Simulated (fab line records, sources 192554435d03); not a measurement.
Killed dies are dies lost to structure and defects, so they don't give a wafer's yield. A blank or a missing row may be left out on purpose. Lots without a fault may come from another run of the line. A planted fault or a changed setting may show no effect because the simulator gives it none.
Problem report in the 8D (eight disciplines) form, filled by code | flow n5_finfet | the parts of the form that need people (team, actions taken, sign-off) are left out

1. THE PROBLEM
spin_speed_rpm at N5_BEOL_M4_COAT_73 reads a mean of 1457.3 rpm on 6 wafers of 2 lots; wafers without a fault read 1500.0 rpm with a standard deviation of 1.1. That is -39 standard deviations from the usual mean.
The step: time 60 s, resist thk 5 nm.
First seen on wafer L599.2, day 9 19:12, on litho_track-05. The record holds 18 wafers of 6 lots with a number at this step. Rule for "out", or "out of limits": more than 4 standard deviations from the usual mean. The other wafers with a number count as sound.

2. WHAT IT IS AND WHAT IT IS NOT
question                    | is                     | is not
which readings at this step | spin_speed_rpm         | dispense_pressure_kPa
which lots                  | L599, L601             | L594, L595, L609, L614
which wafers of those lots  | all that have a number | -
read on which tools         | litho_track-05         | litho_track-01, litho_track-04
when                        | from day 9 19:12       | up to then (6 sound wafers); but 6 sound wafers of L609, L614 came after

3. SUSPECTS, AND WHAT RULES EACH OUT
Counting: a tool at a process step up to the reading stays a suspect if it ran every lot that is out and no sound lot after the first of them.
- litho_track-05 at N5_BEOL_M4_COAT_73 (time 60 s, resist thk 5 nm): kept. It ran every lot that is out, first L599 (day 9 19:12), and no sound lot after that; its last sound lot up to then is L595 (day 8 04:12). Its own readings are out on those wafers: spin_speed_rpm.
Left after counting: litho_track-05 at N5_BEOL_M4_COAT_73.

4. THE CAUSE (what the simulator had put in)
Process parameter drift: litho_track-05, from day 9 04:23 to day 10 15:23, at N5_BEOL_M4_COAT_73. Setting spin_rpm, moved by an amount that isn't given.
Counting left only this tool.

5. THE CHAIN OF EFFECTS, in route order
Each row: a reading whose mean over the struck wafers that have a number lies more than 3 standard deviations from the usual. Only readings for which the record gives a usual standard deviation are gone through. hours: the time from each lot's start at the first step in this table that gives one to its start at this step, as a median over the lots. sigmas: the change in usual standard deviations.
hours | step               | reading        | usual      | on struck wafers | change | sigmas
0     | N5_BEOL_M4_COAT_73 | spin_speed_rpm | 1500.0 rpm | 1457.3           | -42.7  | -39
The process steps in it:
- N5_BEOL_M4_COAT_73: time 60 s, resist thk 5 nm.
Later measuring or inspecting steps at which every struck wafer that the step has a row for has a number for every such reading, and none has moved that far: N5_BEOL_M4_CD_MEAS_11, N5_BEOL_M4_OVL_MEAS_12, N5_BEOL_M4_INSPECT_13, N5_BEOL_M4_RC_MEAS_101.

6. WHAT WOULD HAVE CAUGHT IT SOONER
In this record the first reading out of limits was taken at day 9 19:12, 15 hours after the fault began at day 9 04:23.
